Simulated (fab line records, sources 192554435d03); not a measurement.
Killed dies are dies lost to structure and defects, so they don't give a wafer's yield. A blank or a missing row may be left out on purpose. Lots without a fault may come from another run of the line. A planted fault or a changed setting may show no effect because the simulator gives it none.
A struck lot beside a sound one | flow n5_finfet | 37 steps out of a route of 1938
Sound: wafers L414.1, L414.2, L414.5. Struck: wafer L425.4. (L425.3, L425.5 of the same lot were not struck and are left out.) The cause comes at the end.
At each step with rows: each side's tool, then ch and its chambers, then its first start. Under that, the readings that differ: sound wafers | struck wafers | difference of the means | sigmas: that difference in standard deviations of wafers without a fault.
alike: readings whose means differ by less than 2 such deviations, and words and numbers that are the same on both sides. not compared: withheld readings, readings that some wafer has no value for, bounds like >300 that may hide the same value, and numbers for which the record gives no deviation and whose values overlap.
The two part at a step that has a row with sigmas, a row that says differs or no value, or rows on one side only. Numbers that don't overlap but have no deviation are shown without sigmas and don't part them. A reading that every wafer of one side lacks parts them only if that side has two wafers or more.

first, 8 steps without rows for these wafers: N5_BEOL_M3_ANNEAL_51 (time 90 s); N5_BEOL_M3_CMP_52 (polishes, stops on SiOC, t overpolish 6.8 s, target thk 40 nm); N5_BEOL_M3_PRE_CLEAN_60 (time 15 s); N5_BEOL_M3_CO_CAP_55 (material Co, precursor CCTBA/H2, target thk 2 nm, time 102.1 s); N5_BEOL_M3_PRE_CLEAN_56 (time 15 s); N5_BEOL_M3_DEP_57 (deposits SiCN from 3MS/NH3, target thk 8 nm, time 14 s); N5_BEOL_M4_ILD_DEP_00 (deposits SiOC from DEMS/O2, target thk 79 nm, time 15.3 s); N5_BEOL_M4_PECVD_72 (deposits SiO2 from TEOS/O2, target thk 16 nm, time 18 s).
N5_BEOL_M4_HM_DEP_02: deposits TiN, target thk 20 nm.
  sound on pvd_sputter-03, day 8 09:44; struck on pvd_sputter-03, day 10 20:56
  reading                                    | sound        | struck | difference | sigmas
  model.TiN_of_BEOL_M4_HM_DEP_02.thk_nm (nm) | 20 19.6 19.6 | 15     | -5         |
  alike: throttle_valve_pct
then, 16 steps without rows for these wafers: N5_BEOL_M4_COAT_61 (time 60 s, resist thk 60 nm); N5_BEOL_M4_COAT_62 (time 60 s, resist thk 12 nm); N5_BEOL_M4_COAT_73 (time 60 s, resist thk 5 nm); N5_BEOL_M4_COAT_05 (resist thk 30 nm); N5_BEOL_M4_EBR_07; N5_BEOL_M4_SOFTBAKE_06 (time 60 s); N5_BEOL_M4_EXPOSE_08 (exposes mask M4); N5_BEOL_M4_PEB_09 (peb time 60 s); N5_BEOL_M4_DEVELOP_10 (develop time 30 s); N5_BEOL_M4_DESCUM_16 (chemistry O2, time 7 s); N5_BEOL_M4_ETCH_74 (etches underlayer in N2/H2, target depth 6.5 nm, time 5.2 s); N5_BEOL_M4_ETCH_63 (etches SiARC in CF4, target depth 15.6 nm, time 26 s); N5_BEOL_M4_ETCH_64 (etches SOC in N2/H2, target depth 75 nm, overetch 22.5 nm, time 121.9 s); N5_BEOL_M4_STRIP_65 (strips in N2/H2); N5_BEOL_M4_STRIP_75 (strips in N2/H2); N5_BEOL_M4_STRIP_66 (strips in CF4).
N5_BEOL_M4_HM_OPEN_17: chemistry Cl2/BCl3, target TiN, target depth 20 nm, overetch 6 nm.
  sound on rie_metal-03 ch 0,1, day 8 10:30; struck on rie_metal-01 ch 1, day 10 22:49
  reading                  | sound             | struck | difference | sigmas
  model.etch.depth_nm (nm) | 19.96 19.58 19.64 | 15.04  | -4.69      |
  alike: drypump_motor_current_A, oes_product_au, throttle_valve_pct
  not compared: rf_hours_counter_h
then, 8 steps without rows for these wafers: N5_BEOL_M4_STRIP_19 (strips in O2); N5_BEOL_M4_COAT_67 (time 60 s, resist thk 60 nm); N5_BEOL_M4_COAT_68 (time 60 s, resist thk 12 nm); N5_BEOL_M4_COAT_76 (time 60 s, resist thk 5 nm); N5_BEOL_M4_COAT_22 (resist thk 30 nm); N5_BEOL_M4_EBR_24; N5_BEOL_M4_SOFTBAKE_23 (time 60 s); N5_BEOL_M4_EXPOSE_25 (exposes mask V3, defocus 5 nm).
N5_BEOL_M4_TRENCH_ETCH_37: etches SiOC in C4F6/O2, target depth 55.555 nm, time 29.2 s.
  sound on rie_diel-04 ch 0,1,3; struck on rie_diel-05 ch 0
  reading                                    | sound             | struck | difference | sigmas
  throttle_valve_pct (%)                     | 21.13 21.04 20.80 | 20.35  | -0.64      | -3
  model.TiN_of_BEOL_M4_HM_DEP_02.thk_nm (nm) | 17.6 17.2 17.4    | 12.8   | -4.6       |
  alike: drypump_motor_current_A, oes_f_703_au, oes_o_777_au, oes_product_au, rf_vpp_V, showerhead_plenum_p_Torr
  not compared: rf_hours_counter_h
N5_BEOL_M4_RC_MEAS_101:
  sound on prober-02 ch 0, day 8 17:44; struck on prober-02 ch 0, day 11 09:58
  alike: DIBL_N, DIBL_P, IOFF_N, IOFF_P, ION_N, ION_P, SS_N, SS_P, VT_N, VT_P
N5_PASSIVATION_PROBE_49:
  the record has rows for the sound wafers here (prober-02, day 12 16:20) and none for the struck ones

WHERE THEY PART
First at N5_BEOL_M4_TRENCH_ETCH_37; last, within this record, at N5_PASSIVATION_PROBE_49.

WHY: what the simulator had put in
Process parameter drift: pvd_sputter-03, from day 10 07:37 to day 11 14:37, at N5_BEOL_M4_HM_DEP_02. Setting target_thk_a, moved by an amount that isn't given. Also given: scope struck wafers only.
